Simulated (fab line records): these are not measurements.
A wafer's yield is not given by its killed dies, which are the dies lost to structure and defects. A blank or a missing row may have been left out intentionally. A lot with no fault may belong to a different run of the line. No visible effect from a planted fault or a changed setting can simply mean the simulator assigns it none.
Check of tool commonality / flow nand harc / 2 lots and 4 wafers in the sample

## WHY THIS WAS OPENED
Flagged at NHARC_END_SORT_01: reading killed at periphery, on 1 of 2 lots. No-fault wafers: 3.6, standard deviation 2.4.
Rule: a lot is flagged when every wafer of it that has a number lies more than 4 standard deviations from that mean, or none has a number. All remaining lots are regarded as sound.

lot=L428; measured=day 27 21:28; on=prober-01; killed at periphery, wafer by wafer=605 616 612; flag=FLAGGED
lot=L437; measured=day 31 00:08; on=prober-02; killed at periphery, wafer by wafer=9; flag=
Averaged over the flagged lots the numbers come to 611.0, +607.4 from the usual (+99 or more standard deviations).

## TOOL THAT RAN EACH LOT
The record holds 4 process steps before the reading, out of a route of 1302 steps. Every cell lists first the tool, next ch and the chambers used by the sampled wafers, and last the start.
lot=L428; flag=FLAGGED; NHARC_P_STI_ETCH_42=rie diel-07 ch 2,3, day 5 07:27; NHARC_P_GATE_HM_OPEN_105=rie diel-03 ch 1,3, day 8 00:32 or earlier; NHARC_P_GATE_EXPOSE_43=krf scanner-01 ch 0, day 8 00:32; NHARC_P_GATE_DESCUM_48=rie diel-01 ch 0,1, day 8 00:50
lot=L437; flag=; NHARC_P_STI_ETCH_42=rie diel-04 ch 1,2,3, day 9 03:11; NHARC_P_GATE_HM_OPEN_105=rie diel-01 ch 0,1,2, day 11 16:16 or earlier; NHARC_P_GATE_EXPOSE_43=krf scanner-03 ch 0, day 11 16:16; NHARC_P_GATE_DESCUM_48=rie diel-01 ch 1,2,3, day 11 16:35
What is done by these steps:
- NHARC_P_STI_ETCH_42: etches the open film in N2/H2, target depth 80 nm, overetch 24 nm, time 61 s.
- NHARC_P_GATE_HM_OPEN_105: chemistry O2/COS, target depth 360 nm.
- NHARC_P_GATE_EXPOSE_43: exposes mask P NSD, target cd 720 nm.
- NHARC_P_GATE_DESCUM_48: chemistry O2, time 3 s.
- NHARC_END_SORT_01

## FLAGGED OVER TOTAL, TOOL BY TOOL (the gauges that took the reading come last)
step=NHARC_P_STI_ETCH_42; tool=rie diel-04; lots run=1; flagged=0; share of the flagged lots=none; sound lots run after its first flagged lot=-
step=NHARC_P_STI_ETCH_42; tool=rie diel-07; lots run=1; flagged=1; share of the flagged lots=all; sound lots run after its first flagged lot=0
step=NHARC_P_GATE_HM_OPEN_105; tool=rie diel-01; lots run=1; flagged=0; share of the flagged lots=none; sound lots run after its first flagged lot=-
step=NHARC_P_GATE_HM_OPEN_105; tool=rie diel-03; lots run=1; flagged=1; share of the flagged lots=all; sound lots run after its first flagged lot=0
step=NHARC_P_GATE_EXPOSE_43; tool=krf scanner-01; lots run=1; flagged=1; share of the flagged lots=all; sound lots run after its first flagged lot=0
step=NHARC_P_GATE_EXPOSE_43; tool=krf scanner-03; lots run=1; flagged=0; share of the flagged lots=none; sound lots run after its first flagged lot=-
step=NHARC_P_GATE_DESCUM_48; tool=rie diel-01; lots run=2; flagged=1; share of the flagged lots=all; sound lots run after its first flagged lot=1 (L437)
step=NHARC_END_SORT_01; tool=prober-01; lots run=1; flagged=1; share of the flagged lots=all; sound lots run after its first flagged lot=0
step=NHARC_END_SORT_01; tool=prober-02; lots run=1; flagged=0; share of the flagged lots=none; sound lots run after its first flagged lot=-
NHARC_P_GATE_HM_OPEN_105: start missing for some lots; hours and lot order therefore follow NHARC_P_GATE_EXPOSE_43.

## WHAT IS ALLOWED BY THE TABLE
5 rows of the table ran every flagged lot: rie diel-07 at NHARC_P_STI_ETCH_42, rie diel-03 at NHARC_P_GATE_HM_OPEN_105, krf scanner-01 at NHARC_P_GATE_EXPOSE_43, rie diel-01 at NHARC_P_GATE_DESCUM_48, prober-01 at NHARC_END_SORT_01.
- rie diel-07 at NHARC_P_STI_ETCH_42: 1 of its 1 lot flagged. The start can't be narrowed down: in this sample, it ran no sound lot prior to its first flagged lot.
- rie diel-03 at NHARC_P_GATE_HM_OPEN_105: 1 of its 1 lot flagged. The start can't be narrowed down: in this sample, it ran no sound lot prior to its first flagged lot.
- krf scanner-01 at NHARC_P_GATE_EXPOSE_43: 1 of its 1 lot flagged. The start can't be narrowed down: in this sample, it ran no sound lot prior to its first flagged lot.
- rie diel-01 at NHARC_P_GATE_DESCUM_48 ran 2 lots, 1 of them flagged. After the first flagged lot (L437), sound lots still ran on it; a lasting fault on the whole tool would not permit that.
- prober-01 at NHARC_END_SORT_01: 1 of its 1 lot flagged. The start can't be narrowed down: in this sample, it ran no sound lot prior to its first flagged lot.
A lot count leaves these 4 tools indistinguishable: every one of them fits a fault beginning at some hour. More lots, or a look at what each step does to the wafer, might.

## WHAT THE SIMULATOR HAD PUT IN
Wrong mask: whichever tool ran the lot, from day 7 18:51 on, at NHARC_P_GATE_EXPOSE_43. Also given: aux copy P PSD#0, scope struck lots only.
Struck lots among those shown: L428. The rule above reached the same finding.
